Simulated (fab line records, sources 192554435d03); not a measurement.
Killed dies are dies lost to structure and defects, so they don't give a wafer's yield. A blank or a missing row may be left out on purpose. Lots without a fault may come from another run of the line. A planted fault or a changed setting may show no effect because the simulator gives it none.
A struck lot beside a sound one | flow n5_finfet | 17 steps out of a route of 1938
Sound: wafers L147.2, L147.4, L147.5. Struck: wafers L155.2, L155.5. (L155.6 of the same lot was not struck and is left out.) The cause comes at the end.
At each step with rows: each side's tool, then ch and its chambers, then its first start. Under that, the readings that differ: sound wafers | struck wafers | difference of the means | sigmas: that difference in standard deviations of wafers without a fault.
alike: readings whose means differ by less than 2 such deviations, and words and numbers that are the same on both sides. not compared: withheld readings, readings that some wafer has no value for, bounds like >300 that may hide the same value, and numbers for which the record gives no deviation and whose values overlap.
The two part at a step that has a row with sigmas, a row that says differs or no value, or rows on one side only. Numbers that don't overlap but have no deviation are shown without sigmas and don't part them. A reading that every wafer of one side lacks parts them only if that side has two wafers or more.

N5_BEOL_M5_ALD_86: deposits TaN, pulse time 2 s, purge time 3 s, co reactant purge time 2 s.
  sound on ald_metal-04 ch 1,2,3, day 10 04:36; struck on ald_metal-04 ch 0, day 11 22:37
  reading            | sound       | struck  | difference | sigmas
  heater_power_w (W) | 460 490 416 | 360 362 | -94        | -2
N5_BEOL_M5_SURFACE_TREAT_87:
  sound on pvd_sputter-03, day 10 04:50; struck on pvd_sputter-01, day 11 22:56
  not compared: throttle_valve_pct
then, 1 step without rows for these wafers: N5_BEOL_M5_CVD_47 (deposits Co from CCTBA/H2, target thk 3 nm, time 216 s).
N5_BEOL_M5_SPUTTER_48: material Cu, target thk 15 nm, time 27.62 s.
  sound on pvd_sputter-03, day 10 05:04; struck on pvd_sputter-01, day 11 23:15
  alike: throttle_valve_pct
then, 1 step without rows for these wafers: N5_BEOL_M5_ANNEAL_49 (time 1800 s).
N5_BEOL_M5_SPUTTER_81: material Cu, target thk 15 nm, time 27.62 s.
  sound on pvd_sputter-03, day 10 06:09; struck on pvd_sputter-01, day 12 00:20
  alike: throttle_valve_pct
then, 1 step without rows for these wafers: N5_BEOL_M5_ANNEAL_82 (time 1800 s).
N5_BEOL_M5_SPUTTER_83: material Cu, target thk 15 nm, time 27.62 s.
  sound on pvd_sputter-03, day 10 07:14; struck on pvd_sputter-01, day 12 01:25
  alike: throttle_valve_pct
then, 4 steps without rows for these wafers: N5_BEOL_M5_ANNEAL_84 (time 1800 s); N5_BEOL_M5_SPUTTER_88 (material Cu, target thk 15 nm, time 27.62 s); N5_BEOL_M5_ANNEAL_89 (time 1800 s); N5_BEOL_M5_SPUTTER_90 (material Cu, target thk 4.5 nm, time 8.29 s).
N5_BEOL_M5_ECD_50: material Cu, target thk 300 nm.
  sound on ecd_cu-02 ch 0,1, day 10 09:32; struck on ecd_cu-02 ch 0,1, day 12 03:43
  reading                                | sound         | struck      | difference | sigmas
  model.Cu_of_BEOL_M5_ECD_50.thk_nm (nm) | 301 299.6 301 | 205.4 207.8 | -93.9      |
then, 1 step without rows for these wafers: N5_BEOL_M5_ANNEAL_51 (time 90 s).
N5_BEOL_M5_CMP_52: polishes, stops on SiCOH lowk, t overpolish 6.9 s, target thk 62 nm.
  sound on cmp-02 ch 0,1,3, day 10 09:55; struck on cmp-03 ch 0,3, day 12 04:10
  reading                | sound          | struck    | difference | sigmas
  time_to_endpoint_s (s) | 58.2 59.3 58.3 | 43.7 44.7 | -14.4      | -6
  alike: motor_current_A
N5_BEOL_M5_THK_MEAS_53: measures by xrf.
  sound on film_metro-02, day 10 10:13; struck on film_metro-01, day 12 04:23
  alike: M5_THK
N5_PASSIVATION_PROBE_49:
  the record has rows for the sound wafers here (prober-01, day 14 08:01) and none for the struck ones

WHERE THEY PART
First at N5_BEOL_M5_ALD_86; last, within this record, at N5_PASSIVATION_PROBE_49.

WHY: what the simulator had put in
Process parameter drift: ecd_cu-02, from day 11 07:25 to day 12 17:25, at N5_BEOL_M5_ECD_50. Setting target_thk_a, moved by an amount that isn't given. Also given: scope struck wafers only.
